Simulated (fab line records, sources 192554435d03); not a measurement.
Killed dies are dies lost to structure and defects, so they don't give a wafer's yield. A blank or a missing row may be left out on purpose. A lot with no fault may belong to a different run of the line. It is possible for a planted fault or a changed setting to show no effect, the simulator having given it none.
A lot that was struck, set against a sound lot / flow n5-finfet / 39 out of 1938 route steps
Sound: these wafers, L836.1, L836.2, L836.4. Struck: wafer L846.6. (L846.4, L846.5 of the same lot were not struck and are left out.) The cause comes at the end.
Order at every step that has rows: each side's tool, ch and its chambers, its first start. Under that, the readings that differ: sound wafers / struck wafers / difference of the means / sigmas: that difference in standard deviations of wafers without a fault.
alike: readings whose means differ by less than 2 such deviations, and words and numbers that are the same on both sides. not compared: withheld readings, readings that some wafer has no value for, bounds like >300 that may hide the same value, and numbers for which the record gives no deviation and whose values overlap.
The two part at a step that has a row with sigmas, a row that says differs or no value, or rows on one side only. Numbers that don't overlap but have no deviation are shown without sigmas and don't part them. A reading that every wafer of one side lacks parts them only if that side has two wafers or more.

first, 9 steps without rows for these wafers: N5_DUMMY_GATE_EXPOSE_12 (exposes mask GATE, target cd 25 nm); N5_DUMMY_GATE_PEB_13 (peb time 60 s); N5_DUMMY_GATE_DEVELOP_14 (develop time 30 s); N5_DUMMY_GATE_DESCUM_20 (chemistry O2, time 6.2 s); N5_DUMMY_GATE_ETCH_29 (etches underlayer in N2/H2, target depth 13 nm); N5_DUMMY_GATE_ETCH_36 (etches SiARC in CF4, target depth 13 nm); N5_DUMMY_GATE_ETCH_37 (etches SOC in N2/H2, target depth 60 nm, overetch 30 nm); N5_DUMMY_GATE_STRIP_38 (strips in N2/H2); N5_DUMMY_GATE_STRIP_39 (strips in N2/H2).
N5_DUMMY_GATE_TRIM_49: chemistry O2, time 29 s, target cd 14 nm.
  sound on rie-si-02 ch 0,1,3, day 4 16:56; struck on rie-si-02 ch 1, day 7 04:58
reading=oes-product-au (a.u.); sound=1.009 0.964 0.988; struck=1.373; difference=+0.386; sigmas=+20
reading=model.DUMMY_GATE.cd-nm (nm); sound=14.4 14.2 14.2; struck=9.6; difference=-4.7; sigmas=
  alike: O2_flow_sccm, chamber-pressure-mTorr, drypump-motor-current-A, throttle-valve-pct
  not compared: rf-hours-counter-h
then, 1 step without rows for these wafers: N5_DUMMY_GATE_STRIP_40 (strips in CF4).
N5_DUMMY_GATE_CD_MEAS_50: target cd 14 nm.
  sound on cd-sem-01 at day 4 17:05; struck on cd-sem-02 at day 7 05:07
reading=cd-nm (nm); sound=14.5 14.3 14.1; struck=9.5; difference=-4.8; sigmas=-15
then, 6 steps without rows for these wafers: N5_DUMMY_GATE_ETCH_31 (etches SiO2 in C4F6/O2, target depth 82.5 nm, time 27.5 s); N5_DUMMY_GATE_STRIP_41 (strips in O2); N5_DUMMY_GATE_HM_OPEN_21 (chemistry CH3F/O2, target SiNx, target depth 120 nm, time 171.4 s); N5_DUMMY_GATE_ETCH_32 (etches SiO2 in CF4, target depth 3.5 nm, time 3.9 s); N5_DUMMY_GATE_ETCH_23 (etches poly-Si in HBr/Cl2/O2, target depth 41 nm, time 22.3 s); N5_DUMMY_GATE_ETCH_44 (etches poly-Si in HBr/O2, stops on SiO2, target depth 127.5 nm).
N5_DUMMY_GATE_CD_MEAS_24: target cd 15 nm.
  sound on cd-sem-01 at day 4 17:34; struck on cd-sem-03 at day 7 05:37
reading=cd-nm (nm); sound=15.8 15.7 15.5; struck=10.8; difference=-4.9; sigmas=-13
N5_DUMMY_GATE_ETCH_42: etches SiO2 in CHF3/O2, target depth 3.5 nm, time 31 s.
  sound on rie-diel-01 ch 0,2,3, day 4 17:37; struck on rie-diel-02 ch 0, day 7 05:39
reading=model.DUMMY_GATE.cd-nm (nm); sound=15.6 15.2 15.4; struck=10.6; difference=-4.8; sigmas=
  alike: O2_flow_sccm, chamber-pressure-mTorr, drypump-motor-current-A, oes-product-au, rf-vpp-V, showerhead-plenum-p-Torr, throttle-valve-pct
  not compared: rf-hours-counter-h
then, 17 steps without rows for these wafers: N5_DUMMY_GATE_STRIP_48 (strips in N2/H2, time 20 s); N5_DUMMY_GATE_PRECLEAN_33 (cleans in dHF, time 10 s); N5_DUMMY_GATE_PRECLEAN_25 (cleans in O3/DIW, time 45 s); N5_DUMMY_GATE_PRECLEAN_51 (cleans in SC2, time 45 s); N5_DUMMY_GATE_SRD_26 (time 30 s); N5_DUMMY_GATE_UV_OZONE_45 (time 120 s); N5_SPACER0_ALD_07 (deposits SiNx, target thk 2 nm); N5_SPACER0_ALD_00 (deposits SiOCN, target thk 3.5 nm, pulse time 3 s, purge time 2 s); N5_SPACER0_ALD_08 (deposits SiNx, target thk 2 nm); N5_SD_EPI_N_COAT_32 (time 60 s, resist thk 350 nm); N5_SD_EPI_N_COAT_33 (time 60 s, resist thk 35 nm); N5_SD_EPI_N_COAT_03 (resist thk 150 nm); N5_SD_EPI_N_EBR_05; N5_SD_EPI_N_SOFTBAKE_04 (time 60 s); N5_SD_EPI_N_EXPOSE_06 (exposes mask SD N BLK, target cd 120 nm); N5_SD_EPI_N_PEB_07 (peb time 60 s); N5_SD_EPI_N_DEVELOP_08 (develop time 30 s).
N5_BEOL_M4_RC_MEAS_101:
  the record has rows for the sound wafers here (prober-01 ch 0, day 9 22:14) and none for the struck ones
-- a jump in the record: the struck wafers' starts before and after are 9 days apart (it breaks off in module BEOL_M4 and resumes in module PASSIVATION, where the first step shown is number 1936 of the route) --
N5_PASSIVATION_PROBE_49:
  sound on prober-02 at day 14 03:44; struck on prober-01 at day 16 12:01
reading=defect-limited-yield (%); sound=92.6 90.5 88.5; struck=0.1; difference=-90.4; sigmas=-65
reading=killed-at-front-end; sound=30 26 25; struck=1124; difference=+1097; sigmas=+99 or more
reading=killed-dies; sound=87 112 136; struck=1179; difference=+1067; sigmas=+67
reading=killed-on-rim; sound=18 17 11; struck=151; difference=+136; sigmas=+38
reading=sort_bin_4_leakage (%); sound=0 0 0; struck=0.08; difference=+0.08; sigmas=
reading=sort_bin_5_function (%); sound=4.2 4.9 7.8; struck=96.8; difference=+91.2; sigmas=+96
reading=sort-n-pass; sound=1093 1068 1044; struck=0; difference=-1068; sigmas=-67
reading=sort-yield-pct (%); sound=92.6 90.5 88.5; struck=0; difference=-91; sigmas=-65
  alike: killed_at_M0_to_M3, killed_at_M4_up, killed-at-contacts, killed-at-other, killed-open, killed-short, sort_bin_6_memory

## WHERE THEY PART
Earliest at N5_DUMMY_GATE_TRIM_49; latest, in this record, at N5_PASSIVATION_PROBE_49.

WHY: what the simulator had put in
rie-si-02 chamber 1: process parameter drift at N5_DUMMY_GATE_TRIM_49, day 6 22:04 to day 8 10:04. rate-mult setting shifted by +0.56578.
